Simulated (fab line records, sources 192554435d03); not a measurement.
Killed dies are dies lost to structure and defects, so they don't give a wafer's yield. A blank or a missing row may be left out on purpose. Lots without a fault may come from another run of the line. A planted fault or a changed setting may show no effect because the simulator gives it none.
Which tool did it? | flow n5_finfet | 24 lots, 72 wafers sampled, at 5 steps of a route of 1938

WHAT THE GAUGES READ, wafer by wafer
N5_BEOL_M10_OCD_MEAS_38. Usual: trench_depth_nm 150 nm, standard deviation 3.1.
lot  | measured     | on     | trench_depth_nm (nm) | flag
L074 | day 10 08:20 | ocd-01 | 156 150 146          |
L075 | day 10 16:29 | ocd-01 | 150 152 149          |
L077 | day 10 23:20 | ocd-01 | 152 151 151          |
L076 | day 11 19:05 | ocd-02 | 152 151 151          |
L079 | day 11 20:02 | ocd-02 | 145 152 145          |
L081 | day 11 19:34 | ocd-01 | 152 152 151          |
L080 | day 11 22:49 | ocd-01 | 149 151 154          |
L082 | day 12 16:19 | ocd-01 | 151 150 153          |
L078 | day 12 20:19 | ocd-01 | 151 143 148          |
L083 | day 13 01:34 | ocd-02 | 149 151 144          |
L084 | day 13 06:53 | ocd-01 | 143 148 144          |
L085 | day 13 19:28 | ocd-02 | 154 150 150          |
L086 | day 14 00:48 | ocd-01 | 153 153 153          |
L088 | day 14 08:52 | ocd-01 | 145 152 152          |
L087 | day 14 19:31 | ocd-02 | 150 151 150          |
L090 | day 15 04:57 | ocd-01 | 155 150 149          |
L089 | day 15 10:38 | ocd-02 | 152 150 151          |
L091 | day 15 13:43 | ocd-01 | 149 152 143          |
L092 | day 16 01:29 | ocd-02 | 149 150 152          |
L093 | day 16 04:51 | ocd-02 | 153 150 143          |
L095 | day 16 05:08 | ocd-01 | 150 150 152          |
L094 | day 16 05:25 | ocd-01 | 149 152 143          |
L097 | day 16 15:57 | ocd-02 | 150 143 149          |
L096 | day 16 15:13 | ocd-02 | 148 149 149          |

N5_BEOL_M11_INSPECT_13: inspects for defects (brightfield). Usual: raw_defect_count 377, standard deviation 77.
lot  | measured     | on                | raw_defect_count | flag
L074 | day 10 13:40 | defect_inspect-02 | 468 338 417      |
L075 | day 10 23:14 | defect_inspect-02 | 347 432 430      |
L077 | day 11 09:41 | defect_inspect-02 | 399 324 334      |
L076 | day 11 23:17 | defect_inspect-02 | 332 384 342      |
L079 | day 12 04:20 | defect_inspect-02 | 502 433 333      |
L081 | day 12 04:08 | defect_inspect-01 | 484 454 368      |
L080 | day 12 04:42 | defect_inspect-01 | 287 402 317      |
L082 | day 12 20:35 | defect_inspect-02 | 514 333 336      |
L078 | day 13 02:17 | defect_inspect-01 | 383 500 399      |
L083 | day 13 07:32 | defect_inspect-02 | 413 416 408      |
L084 | day 13 13:59 | defect_inspect-02 | 266 212 363      |
L085 | day 14 01:04 | defect_inspect-02 | 362 357 409      |
L086 | day 14 05:44 | defect_inspect-01 | 307 301 316      |
L088 | day 14 14:32 | defect_inspect-01 | 450 239 420      |
L087 | day 15 01:59 | defect_inspect-02 | 378 409 399      |
L090 | day 15 11:10 | defect_inspect-01 | 448 472 242      |
L089 | day 15 18:22 | defect_inspect-01 | 561 378 392      |
L091 | day 15 18:54 | defect_inspect-01 | 369 436 709      |
L092 | day 16 08:13 | defect_inspect-01 | 360 291 314      |
L093 | day 16 10:58 | defect_inspect-02 | 293 332 327      |
L095 | day 16 11:05 | defect_inspect-01 | 482 315 411      |
L094 | day 16 11:41 | defect_inspect-01 | 360 428 377      |
L097 | day 17 00:32 | defect_inspect-01 | 235 247 313      |
L096 | day 16 19:28 | defect_inspect-02 | 373 418 404      |

WHICH TOOL RAN EACH LOT (tool, then ch and the chambers of the sampled wafers, then the start)
lot  | N5_BEOL_M10_HM_OPEN_17            | N5_BEOL_M10_ETCH_66                | N5_BEOL_M10_VIA_ETCH_34
L074 | rie_metal-01 ch 0,1, day 10 04:24 | rie_diel-06 ch 0,1,3, day 10 07:55 | rie_diel-06 ch 0,1,3, day 10 08:02
L075 | rie_metal-03 ch 0,1, day 10 13:11 | rie_diel-04 ch 0,2,3, day 10 16:05 | rie_diel-04 ch 0,2,3, day 10 16:12
L077 | rie_metal-01 ch 0,1, day 10 21:28 | rie_diel-04 ch 2,3, day 10 22:55   | rie_diel-04 ch 2,3, day 10 23:02
L076 | rie_metal-02 ch 0,1, day 11 16:23 | rie_diel-04 ch 0,2, day 11 18:41   | rie_diel-04 ch 0,2, day 11 18:49
L079 | rie_metal-02 ch 0,1, day 11 16:34 | rie_diel-06 ch 0,3, day 11 19:38   | rie_diel-06 ch 0,3, day 11 19:46
L081 | rie_metal-03 ch 1, day 11 16:41   | rie_diel-04 ch 0,1,2, day 11 19:09 | rie_diel-04 ch 0,1,2, day 11 19:16
L080 | rie_metal-01 ch 0,1, day 11 20:07 | rie_diel-06 ch 1,2,3, day 11 22:25 | rie_diel-06 ch 1,2,3, day 11 22:32
L082 | rie_metal-02 ch 0,1, day 12 15:16 | rie_diel-06 ch 1,3, day 12 15:55   | rie_diel-06 ch 1,3, day 12 16:02
L078 | rie_metal-03 ch 0,1, day 12 18:49 | rie_diel-05 ch 0,1,2, day 12 19:55 | rie_diel-05 ch 0,1,2, day 12 20:02
L083 | rie_metal-03 ch 0,1, day 12 23:40 | rie_diel-05 ch 0,1,2, day 13 01:12 | rie_diel-05 ch 0,1,2, day 13 01:18
L084 | rie_metal-03 ch 0,1, day 13 02:52 | rie_diel-06 ch 0,2, day 13 06:29   | rie_diel-06 ch 0,2, day 13 06:36
L085 | rie_metal-01 ch 0,1, day 13 18:10 | rie_diel-06 ch 1,2,3, day 13 19:03 | rie_diel-06 ch 1,2,3, day 13 19:11
L086 | rie_metal-02 ch 0,1, day 13 20:37 | rie_diel-04 ch 0,3, day 14 00:23   | rie_diel-04 ch 0,3, day 14 00:31
L088 | rie_metal-02 ch 0,1, day 14 06:11 | rie_diel-05 ch 0,1,2, day 14 08:28 | rie_diel-05 ch 0,1,2, day 14 08:35
L087 | rie_metal-02 ch 0, day 14 14:44   | rie_diel-05 ch 1,2, day 14 19:06   | rie_diel-05 ch 1,2, day 14 19:13
L090 | rie_metal-02 ch 0,1, day 15 01:40 | rie_diel-05 ch 1,3, day 15 04:32   | rie_diel-05 ch 1,3, day 15 04:40
L089 | rie_metal-03 ch 0,1, day 15 08:43 | rie_diel-06 ch 0,2, day 15 10:14   | rie_diel-06 ch 0,2, day 15 10:21
L091 | rie_metal-03 ch 0,1, day 15 11:51 | rie_diel-05 ch 0,1,2, day 15 13:18 | rie_diel-05 ch 0,1,2, day 15 13:25
L092 | rie_metal-02 ch 0,1, day 16 00:19 | rie_diel-06 ch 1,2,3, day 16 01:05 | rie_diel-06 ch 1,2,3, day 16 01:12
L093 | rie_metal-03 ch 0,1, day 16 02:35 | rie_diel-05 ch 0,1,3, day 16 04:26 | rie_diel-05 ch 0,1,3, day 16 04:34
L095 | rie_metal-01 ch 0,1, day 16 02:50 | rie_diel-06 ch 0,2,3, day 16 04:44 | rie_diel-06 ch 0,2,3, day 16 04:51
L094 | rie_metal-01 ch 0,1, day 16 03:35 | rie_diel-05 ch 0,1,2, day 16 05:01 | rie_diel-05 ch 0,1,2, day 16 05:08
L097 | rie_metal-03 ch 0, day 16 10:59   | rie_diel-05 ch 0,2, day 16 15:32   | rie_diel-05 ch 0,2, day 16 15:40
L096 | rie_metal-02 ch 0,1, day 16 11:24 | rie_diel-06 ch 0,2,3, day 16 14:49 | rie_diel-06 ch 0,2,3, day 16 14:56
- N5_BEOL_M10_HM_OPEN_17: chemistry Cl2/BCl3, target TiN, target depth 20 nm, overetch 6 nm.
- N5_BEOL_M10_ETCH_66: etches SOC in N2/H2, target depth 120 nm, overetch 24 nm, time 180 s.
- N5_BEOL_M10_VIA_ETCH_34: etches SiCOH lowk in C4F6/O2, target depth 184.5 nm, time 69.2 s.

WHAT THE TOOLS THEMSELVES READ (means of the sampled wafers that have a number; where no wafer has one, the mark that the record gives instead)
N5_BEOL_M10_HM_OPEN_17. Usual: bcl3_flow_sccm 21.75 sccm, standard deviation 0.063; drypump_motor_current_A 5.63 A, standard deviation 0.26; oes_product_au 0.73 a.u., standard deviation 0.071; throttle_valve_pct 22.34 %, standard deviation 0.22.
lot  | tool         | bcl3_flow_sccm (sccm) | drypump_motor_current_A (A) | oes_product_au (a.u.) | throttle_valve_pct (%) | flag
L074 | rie_metal-01 | 21.81                 | 5.69                        | 0.77                  | 22.66                  |
L075 | rie_metal-03 | 21.78                 | 5.84                        | 0.56                  | 22.50                  |
L077 | rie_metal-01 | 21.73                 | 5.69                        | 0.77                  | 22.67                  |
L076 | rie_metal-02 | 21.75                 | 5.47                        | 0.79                  | 22.11                  |
L079 | rie_metal-02 | 21.78                 | 5.62                        | 0.77                  | 22.21                  |
L081 | rie_metal-03 | 21.76                 | 5.46                        | 0.63                  | 22.33                  |
L080 | rie_metal-01 | 21.77                 | 5.53                        | 0.74                  | 22.56                  |
L082 | rie_metal-02 | 21.75                 | 5.45                        | 0.78                  | 22.09                  |
L078 | rie_metal-03 | 21.86                 | 5.82                        | 0.76                  | 22.30                  |
L083 | rie_metal-03 | 21.78                 | 5.66                        | 0.68                  | 22.32                  |
L084 | rie_metal-03 | 21.75                 | 5.65                        | 0.69                  | 22.31                  |
L085 | rie_metal-01 | 21.76                 | 5.54                        | 0.72                  | 22.59                  |
L086 | rie_metal-02 | 21.81                 | 5.44                        | 0.76                  | 22.12                  |
L088 | rie_metal-02 | 21.80                 | 5.46                        | 0.74                  | 22.13                  |
L087 | rie_metal-02 | 21.80                 | 5.28                        | 0.76                  | 22.03                  |
L090 | rie_metal-02 | 21.74                 | 5.61                        | 0.73                  | 22.23                  |
L089 | rie_metal-03 | 21.75                 | 5.82                        | 0.74                  | 22.31                  |
L091 | rie_metal-03 | 21.69                 | 5.84                        | 0.74                  | 22.30                  |
L092 | rie_metal-02 | 21.84                 | 5.62                        | 0.72                  | 22.24                  |
L093 | rie_metal-03 | 21.68                 | 5.61                        | 0.67                  | 22.33                  |
L095 | rie_metal-01 | 21.72                 | 5.68                        | 0.72                  | 22.71                  |
L094 | rie_metal-01 | 21.77                 | 5.54                        | 0.70                  | 22.61                  |
L097 | rie_metal-03 | 21.74                 | 5.97                        | 0.80                  | 22.28                  |
L096 | rie_metal-02 | 21.79                 | 5.65                        | 0.72                  | 22.23                  |

N5_BEOL_M10_ETCH_66. Usual: drypump_motor_current_A 5.8 A, standard deviation 0.43; oes_product_au 0.67 a.u., standard deviation 0.066; rf_vpp_V 524.5 V, standard deviation 2.1; showerhead_plenum_p_Torr 2.57 Torr, standard deviation 0.07; throttle_valve_pct 17.68 %, standard deviation 0.23.
lot  | tool        | drypump_motor_current_A (A) | oes_product_au (a.u.) | rf_vpp_V (V) | showerhead_plenum_p_Torr (Torr) | throttle_valve_pct (%) | flag
L074 | rie_diel-06 | 5.9                         | 0.66                  | 523.4        | 2.52                            | 17.55                  |
L075 | rie_diel-04 | 5.5                         | 0.65                  | 524.6        | 2.58                            | 17.78                  |
L077 | rie_diel-04 | 5.5                         | 0.58                  | 523.8        | 2.54                            | 17.93                  |
L076 | rie_diel-04 | 5.5                         | 0.70                  | 525.3        | 2.60                            | 17.66                  |
L079 | rie_diel-06 | 5.5                         | 0.59                  | 521.0        | 2.46                            | 17.73                  |
L081 | rie_diel-04 | 5.5                         | 0.72                  | 525.3        | 2.61                            | 17.75                  |
L080 | rie_diel-06 | 6.2                         | 0.71                  | 525.7        | 2.58                            | 17.44                  |
L082 | rie_diel-06 | 6.2                         | 0.71                  | 524.7        | 2.58                            | 17.41                  |
L078 | rie_diel-05 | 5.7                         | 0.65                  | 525.3        | 2.58                            | 17.81                  |
L083 | rie_diel-05 | 5.7                         | 0.65                  | 524.0        | 2.58                            | 17.82                  |
L084 | rie_diel-06 | 5.7                         | 0.59                  | 522.0        | 2.44                            | 17.73                  |
L085 | rie_diel-06 | 6.2                         | 0.69                  | 525.3        | 2.57                            | 17.47                  |
L086 | rie_diel-04 | 5.3                         | 0.72                  | 523.8        | 2.51                            | 17.65                  |
L088 | rie_diel-05 | 5.7                         | 0.63                  | 524.2        | 2.57                            | 17.85                  |
L087 | rie_diel-05 | 5.8                         | 0.60                  | 525.8        | 2.63                            | 17.90                  |
L090 | rie_diel-05 | 6.1                         | 0.69                  | 524.0        | 2.54                            | 17.60                  |
L089 | rie_diel-06 | 6.1                         | 0.72                  | 526.1        | 2.60                            | 17.49                  |
L091 | rie_diel-05 | 5.7                         | 0.63                  | 524.9        | 2.57                            | 17.87                  |
L092 | rie_diel-06 | 6.2                         | 0.67                  | 524.5        | 2.57                            | 17.49                  |
L093 | rie_diel-05 | 5.9                         | 0.69                  | 522.1        | 2.52                            | 17.77                  |
L095 | rie_diel-06 | 5.8                         | 0.70                  | 526.1        | 2.61                            | 17.52                  |
L094 | rie_diel-05 | 5.7                         | 0.63                  | 524.3        | 2.57                            | 17.87                  |
L097 | rie_diel-05 | 5.6                         | 0.60                  | 525.8        | 2.59                            | 18.07                  |
L096 | rie_diel-06 | 5.8                         | 0.70                  | 525.5        | 2.61                            | 17.53                  |

N5_BEOL_M10_VIA_ETCH_34. Usual: drypump_motor_current_A 5.8 A, standard deviation 0.43; oes_product_au 0.84 a.u., standard deviation 0.086; rf_vpp_V 674 V, standard deviation 23; showerhead_plenum_p_Torr 2.87 Torr, standard deviation 0.074; throttle_valve_pct 20.78 %, standard deviation 0.2.
lot  | tool        | drypump_motor_current_A (A) | oes_product_au (a.u.) | rf_vpp_V (V) | showerhead_plenum_p_Torr (Torr) | throttle_valve_pct (%) | flag
L074 | rie_diel-06 | 5.8                         | 0.83                  | 661          | 2.85                            | 20.79                  |
L075 | rie_diel-04 | 5.5                         | 0.81                  | 666          | 2.90                            | 21.01                  |
L077 | rie_diel-04 | 5.5                         | 0.73                  | 636          | 2.85                            | 21.09                  |
L076 | rie_diel-04 | 5.5                         | 0.87                  | 694          | 2.93                            | 20.94                  |
L079 | rie_diel-06 | 5.5                         | 0.72                  | 643          | 2.78                            | 21.03                  |
L081 | rie_diel-04 | 5.5                         | 0.88                  | 682          | 2.92                            | 20.81                  |
L080 | rie_diel-06 | 6.2                         | 0.89                  | 681          | 2.88                            | 20.56                  |
L082 | rie_diel-06 | 6.2                         | 0.88                  | 679          | 2.90                            | 20.58                  |
L078 | rie_diel-05 | 5.7                         | 0.80                  | 678          | 2.87                            | 20.78                  |
L083 | rie_diel-05 | 5.8                         | 0.80                  | 678          | 2.86                            | 20.78                  |
L084 | rie_diel-06 | 5.7                         | 0.73                  | 661          | 2.78                            | 21.07                  |
L085 | rie_diel-06 | 6.2                         | 0.86                  | 682          | 2.88                            | 20.58                  |
L086 | rie_diel-04 | 5.3                         | 0.91                  | 637          | 2.83                            | 20.88                  |
L088 | rie_diel-05 | 5.7                         | 0.79                  | 678          | 2.86                            | 20.79                  |
L087 | rie_diel-05 | 5.8                         | 0.75                  | 680          | 2.91                            | 20.80                  |
L090 | rie_diel-05 | 6.1                         | 0.86                  | 665          | 2.85                            | 20.67                  |
L089 | rie_diel-06 | 6.1                         | 0.90                  | 684          | 2.93                            | 20.74                  |
L091 | rie_diel-05 | 5.7                         | 0.78                  | 677          | 2.85                            | 20.81                  |
L092 | rie_diel-06 | 6.2                         | 0.85                  | 682          | 2.87                            | 20.60                  |
L093 | rie_diel-05 | 5.9                         | 0.85                  | 669          | 2.81                            | 20.77                  |
L095 | rie_diel-06 | 5.8                         | 0.86                  | 667          | 2.93                            | 20.74                  |
L094 | rie_diel-05 | 5.7                         | 0.77                  | 677          | 2.85                            | 20.83                  |
L097 | rie_diel-05 | 5.6                         | 0.74                  | 685          | 2.87                            | 20.89                  |
L096 | rie_diel-06 | 5.8                         | 0.87                  | 667          | 2.93                            | 20.74                  |

THE ANSWER, worked out from the rows above alone
Rule: a lot is off if the mean of its wafers that have a number lies more than 3 standard deviations from the usual mean. A lot without any number at a reading at which 4 lots or more have one is off too. The other lots that the step has rows for count as sound. The gauges are gone through in route order, then the tools' own readings, and for those a lot's mean is taken as printed above. The first step at which some lot is off is used, and at that step the reading that is off furthest; a lot without a number counts as furthest.
No lot is off at any reading shown: from this, nothing can be told.

WHAT THE SIMULATOR HAD PUT IN
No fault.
